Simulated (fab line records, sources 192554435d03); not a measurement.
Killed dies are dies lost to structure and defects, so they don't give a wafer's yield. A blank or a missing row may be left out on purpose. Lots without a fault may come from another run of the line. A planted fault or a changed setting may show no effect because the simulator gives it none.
fab line records | flow n5_finfet
record lots=10 wafers=30 last_day=17
route steps=1938 shown MIM_TOP_ETCH@1853 MIM_BOT_LITHO@1863 TV_OPEN@1887
lots that met no fault: from a run of the same line without faults
start_h: hours from the record's first day to the start of the lot's first wafer shown | wait_h: hours since the lot's step before | " the same as in the row above | L1.1+2: a row that stands for several wafers | - no value, or no start given | * or withheld: withheld | < > ~ a bound
route shown NAME@n: a module of which the file shows steps, and the number in the route of the first | usual: mean/standard deviation of fault-free wafers | same: alike in all rows | chamber/n: place in a boat | sites: the reading at each site | _std_site: their standard deviation | _edge_site: outer sites' mean less inner sites' | radius_mm: how far each site lies from the wafer's centre | mask NAME#n: copy n | behind: the tool/chamber that last shaped the wafer | hold: why the lot was held/for how many hours/how that ended | device: the transistor (n, p or np) that didn't switch | end of line: the same wafers' tests at the end of the route | a step without rows: its recipe alone | killed: dies lost to structure and defects at the first sort, not the wafer's yield | map: a wafer's dies, x killed, . not, _ none there
set.NAME: the setting as run; set.NAME@STEP: as run at that earlier step | model.NAME: the simulator's own value behind a step, which no gauge read
steps of the route over a sample of lots; a table a step, a row a wafer
services: from which hour (start_h, from the record's first day; less than 0 if before it) a tool's chamber was out of use, for how many hours, and why
## steps
# step N5_MIM_TOP_ETCH_PECVD_03
# recipe material=SiNx target_thk_a=200 temp_c=400 precursor=SiH4/NH3/N2 pressure_torr=1.5 rf_w=300 time_s=17.6
# usual heater_power_w=718/67 showerhead_plenum_p_Torr=5.16/0.095 throttle_valve_pct=39.7/3
# columns lot.wafer tool chamber start_h wait_h heater_power_w showerhead_plenum_p_Torr throttle_valve_pct
L763.1 pecvd-04 2 257.96 - 587 5.16 39.8
L763.3 " 0 " " 741 5.07 37.7
L763.6 " 2 " " 591 5.16 39.7
L764.1 pecvd-04 0 277.31 - 739 5.09 37.4
L764.4 " 1 " " 765 5.18 40.0
L764.5 " 0 " " 753 5.09 37.3
L767.1 pecvd-02 2 284.49 - 768 5.04 37.7
L767.5 " 1 " " 665 5.28 45.4
L767.6 " 0 " " 733 5.16 37.5
L773.2 pecvd-02 2 338.06 - 780 5.06 37.9
L773.3 " 1 " " 700 5.28 45.6
L773.5 " 0 " " 700 5.15 37.5
L777.4 pecvd-01 0 338.71 - 687 5.30 39.1
L777.5 " 0 " " 706 5.30 39.1
L777.6 " 2 " " 794 5.00 36.8
L774.1 pecvd-01 2 339.40 - 787 4.99 36.6
L774.4 " 0 " " 817 5.31 39.3
L774.5 " 2 " " 808 5.00 36.7
L775.2 pecvd-02 0 345.44 - 632 5.14 37.4
L775.3 " 2 " " 805 5.06 37.9
L775.6 " 1 " " 680 5.28 45.5
L779.4 pecvd-01 0 365.23 - 807 5.31 39.2
L779.5 " 2 " " 789 5.00 36.5
L779.6 " 1 " " 871 5.20 43.4
L782.2 pecvd-04 0 372.46 - 731 5.09 37.4
L782.4 " 1 " " 675 5.19 40.1
L782.5 " 0 " " 722 5.09 37.5
L786.3 pecvd-01 1 391.45 - 754 5.21 43.3
L786.4 " 1 " " 756 5.21 43.2
L786.5 " 0 " " 715 5.30 39.2
# step N5_MIM_BOT_LITHO_OVL_MEAS_11
# recipe points_per_wafer=44
# usual MIM_BOT_OVL=2/5.3
# columns lot.wafer tool chamber start_h wait_h MIM_BOT_OVL[nm]
L763.1 overlay-02 0 258.34 0.0 5
L763.3 " 0 " " 6
L763.6 " 0 " " 6
L764.1 overlay-01 0 277.70 0.0 7
L764.4 " 0 " " 8
L764.5 " 0 " " 1
L767.1 overlay-02 0 285.00 0.0 10
L767.5 " 0 " " 6
L767.6 " 0 " " 3
L773.2 overlay-02 0 338.58 0.0 -1
L773.3 " 0 " " 8
L773.5 " 0 " " 0
L777.4 overlay-01 0 339.10 0.0 1
L777.5 " 0 " " 7
L777.6 " 0 " " 2
L774.1 overlay-01 0 339.81 0.0 9
L774.4 " 0 " " 2
L774.5 " 0 " " 1
L775.2 overlay-02 0 345.83 0.0 0
L775.3 " 0 " " -1
L775.6 " 0 " " 2
L779.4 overlay-01 0 365.72 0.0 -2
L779.5 " 0 " " 4
L779.6 " 0 " " -5
L782.2 overlay-02 0 372.97 0.0 -5
L782.4 " 0 " " 0
L782.5 " 0 " " 3
L786.3 overlay-01 0 391.84 0.0 5
L786.4 " 0 " " 1
L786.5 " 0 " " -1
# step N5_PASSIVATION_PASS_ETCH_74
# recipe chemistry=CF4/O2 target=SiNx target_depth_a=2200 time_s=110 ion_energy_ev=100 pressure_mtorr=40 source_w=535 bias_w=49 Ar_flow_sccm=100 cf4_flow_sccm=100 O2_flow_sccm=10
# usual bias_w=48.99/0.15 drypump_motor_current_A=5.8/0.54 oes_product_au=0.82/0.086 rf_vpp_V=239/7 showerhead_plenum_p_Torr=2.19/0.06 throttle_valve_pct=15.93/0.23
# columns lot.wafer tool chamber start_h wait_h bias_w drypump_motor_current_A oes_product_au rf_hours_counter_h rf_vpp_V showerhead_plenum_p_Torr throttle_valve_pct
L763.1 rie_diel-03 0 260.45 0.0 48.89 6.5 0.96 8 235 2.20 15.86
L763.3 " 1 " " 48.93 4.7 0.87 53 238 2.16 16.14
L763.6 " 1 " " 48.99 4.7 0.87 - 238 2.16 16.14
L764.1 rie_diel-03 2 280.29 0.0 48.89 5.2 0.72 231 248 2.18 16.26
L764.4 " 3 " " 48.78 6.4 0.90 54 239 2.15 15.58
L764.5 " 0 " " 49.21 6.5 0.94 - 235 2.19 15.86
L767.1 rie_diel-01 0 286.66 0.0 49.25 6.0 0.71 190 248 2.19 16.13
L767.5 " 1 " " 49.08 5.7 0.96 - 243 2.34 15.67
L767.6 " 2 " " 48.79 5.6 0.83 - 239 2.14 15.81
L774.1 rie_diel-01 1 343.84 0.0 49.01 5.7 0.91 29 241 2.33 15.71
L774.4 " 0 " " 48.96 6.0 0.68 210 248 2.18 16.16
L774.5 " 1 " " 49.28 5.7 0.91 - 241 2.33 15.73
L777.4 rie_diel-03 1 344.02 0.0 49.05 4.7 0.84 78 237 2.16 16.20
L777.5 " 1 " " 49.04 4.7 0.83 - 236 2.16 16.21
L777.6 " 2 " " 49.07 5.2 0.69 - 247 2.18 16.28
L773.2 rie_diel-05 3 344.23 0.0 48.75 5.5 0.89 63 240 2.24 15.96
L773.3 " 2 " " 49.14 5.7 0.80 97 244 2.20 15.53
L773.5 " 0 " " 48.78 6.4 0.75 - 226 2.12 16.16
L775.2 rie_diel-01 1 348.99 0.0 49.00 5.7 0.91 30 241 2.33 15.72
L775.3 " 3 " " 48.87 6.3 0.71 176 223 2.11 16.05
L775.6 " 3 " " 48.78 6.3 0.70 - 223 2.11 16.02
L779.4 rie_diel-05 2 369.99 0.0 49.12 5.7 0.79 105 244 2.20 15.55
L779.5 " 3 " " 49.14 5.5 0.89 - 241 2.24 15.99
L779.6 " 0 " " 49.22 6.4 0.75 - 226 2.12 16.18
L782.2 rie_diel-01 1 374.59 0.0 49.05 5.7 0.89 36 241 2.33 15.72
L782.4 " 2 " " 48.91 5.6 0.79 99 238 2.13 15.86
L782.5 " 1 " " 48.77 5.7 0.89 - 239 2.33 15.72
L786.3 rie_diel-03 2 395.73 0.0 48.79 5.3 0.94 13 247 2.17 15.81
L786.4 " 0 " " 48.71 6.5 0.87 50 235 2.18 15.96
L786.5 " 2 " " 48.94 5.2 0.95 - 247 2.17 15.82
# step N5_PASSIVATION_ETCH_15
# recipe chemistry=CF4/N2 target=SiCN target_depth_a=750 taper_deg=2 time_s=81.2 ion_energy_ev=150 mask_material=SiNx pressure_mtorr=40 source_w=430 bias_w=70 Ar_flow_sccm=100 cf4_flow_sccm=60 n2_flow_sccm=60
# usual bias_w=69.97/0.21 drypump_motor_current_A=5.8/0.54 oes_product_au=0.82/0.086 rf_vpp_V=381.6/1.7 showerhead_plenum_p_Torr=2.19/0.061 throttle_valve_pct=15.37/0.23
# columns lot.wafer tool chamber start_h wait_h bias_w drypump_motor_current_A oes_product_au rf_hours_counter_h rf_vpp_V showerhead_plenum_p_Torr throttle_valve_pct
L763.1 rie_diel-03 0 260.78 - 69.94 6.5 0.95 8 381.5 2.19 15.27
L763.3 " 1 " " 70.20 4.7 0.88 53 380.3 2.16 15.57
L763.6 " 1 " " 69.71 4.7 0.88 - 380.6 2.16 15.56
L764.1 rie_diel-03 2 280.62 - 70.17 5.2 0.71 231 382.3 2.18 15.66
L764.4 " 3 " " 70.19 6.4 0.90 55 379.5 2.16 15.02
L764.5 " 0 " " 69.79 6.5 0.93 - 381.5 2.19 15.28
L767.1 rie_diel-01 0 286.99 - 69.98 6.0 0.70 190 382.0 2.19 15.59
L767.5 " 1 " " 70.19 5.7 0.96 - 385.1 2.34 15.11
L767.6 " 2 " " 70.20 5.6 0.83 - 380.1 2.14 15.26
L774.1 rie_diel-01 1 344.17 - 70.09 5.7 0.92 29 386.3 2.34 15.13
L774.4 " 0 " " 70.58 6.0 0.69 210 380.7 2.18 15.61
L774.5 " 1 " " 69.90 5.7 0.92 - 385.2 2.34 15.14
L777.4 rie_diel-03 1 344.35 - 69.75 4.7 0.84 79 380.4 2.15 15.62
L777.5 " 1 " " 69.60 4.7 0.83 - 382.4 2.15 15.62
L777.6 " 2 " " 70.04 5.2 0.69 - 381.7 2.17 15.73
L773.2 rie_diel-05 3 344.55 - 69.73 5.5 0.90 63 383.1 2.25 15.42
L773.3 " 2 " " 70.20 5.7 0.80 98 383.8 2.20 15.01
L773.5 " 0 " " 69.70 6.4 0.76 - 381.6 2.12 15.63
L775.2 rie_diel-01 1 349.31 - 70.04 5.7 0.91 30 385.7 2.34 15.14
L775.3 " 3 " " 69.92 6.3 0.71 177 380.7 2.11 15.49
L775.6 " 3 " " 70.16 6.3 0.71 - 379.8 2.11 15.48
L779.4 rie_diel-05 2 370.31 - 70.00 5.7 0.79 105 382.2 2.20 15.04
L779.5 " 3 " " 70.29 5.4 0.88 - 383.4 2.24 15.44
L779.6 " 0 " " 69.83 6.4 0.74 - 381.1 2.12 15.63
L782.2 rie_diel-01 1 374.92 - 69.94 5.7 0.90 36 384.5 2.33 15.17
L782.4 " 2 " " 70.25 5.7 0.80 99 379.7 2.13 15.34
L782.5 " 1 " " 70.00 5.7 1.12 - 383.8 2.33 15.17
L786.3 rie_diel-03 2 396.06 - 70.07 5.2 0.95 13 381.8 2.17 15.26
L786.4 " 0 " " 70.06 6.5 0.86 50 381.3 2.18 15.38
L786.5 " 2 " " 70.20 5.2 0.94 - 382.5 2.17 15.22
## services
# columns tool chamber start_h hours kind
rie_diel-01 1 235.70 - clean
rie_diel-01 1 235.70 - consumable_replace:focus_ring
rie_diel-01 1 235.70 - consumable_replace:showerhead
rie_diel-01 1 235.70 14.6 scheduled_down
rie_diel-01 1 235.70 14.6 vent_cycle
rie_diel-01 3 248.54 4.6 repair
pecvd-01 - 270.76 0.9 repair
rie_diel-03 - 271.79 0.6 repair
pecvd-02 1 292.93 5.5 scheduled_down
rie_diel-05 2 312.96 1.2 repair
pecvd-04 1 317.12 3.5 repair
rie_diel-05 0 325.26 13.9 repair
pecvd-02 0 326.16 5.5 scheduled_down
pecvd-01 1 328.19 2.1 scheduled_down
rie_diel-05 1 332.19 21.8 repair
pecvd-01 1 335.67 5.5 scheduled_down
rie_diel-03 2 344.44 - clean
rie_diel-03 2 344.44 - consumable_replace:focus_ring
rie_diel-03 2 344.44 12.0 scheduled_down
rie_diel-03 2 344.44 12.0 vent_cycle
rie_diel-01 1 350.76 4.5 repair
rie_diel-03 3 355.96 5.1 repair
pecvd-01 1 383.45 5.7 repair
pecvd-04 - 391.74 2.8 pm
## key
first_sign step=N5_PASSIVATION_ETCH_15 reading=oes_product_au direction=up sigmas=3.6 usual=0.82 struck=1.12
effect none on later readings
met_at N5_PASSIVATION_ETCH_15
struck_lots L782
struck_wafers L782.5
not_acting_at N5_MIM_TOP_ETCH_PECVD_03,N5_MIM_BOT_LITHO_OVL_MEAS_11,N5_PASSIVATION_PASS_ETCH_74
onset_between 349.31 374.92
fault kind=process_parameter_drift tool=rie_diel-01 chamber=- onset_h=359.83 steps=N5_PASSIVATION_ETCH_15 channel=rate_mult offset=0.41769 shape=step end_h=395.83 scope=struck_wafers_only
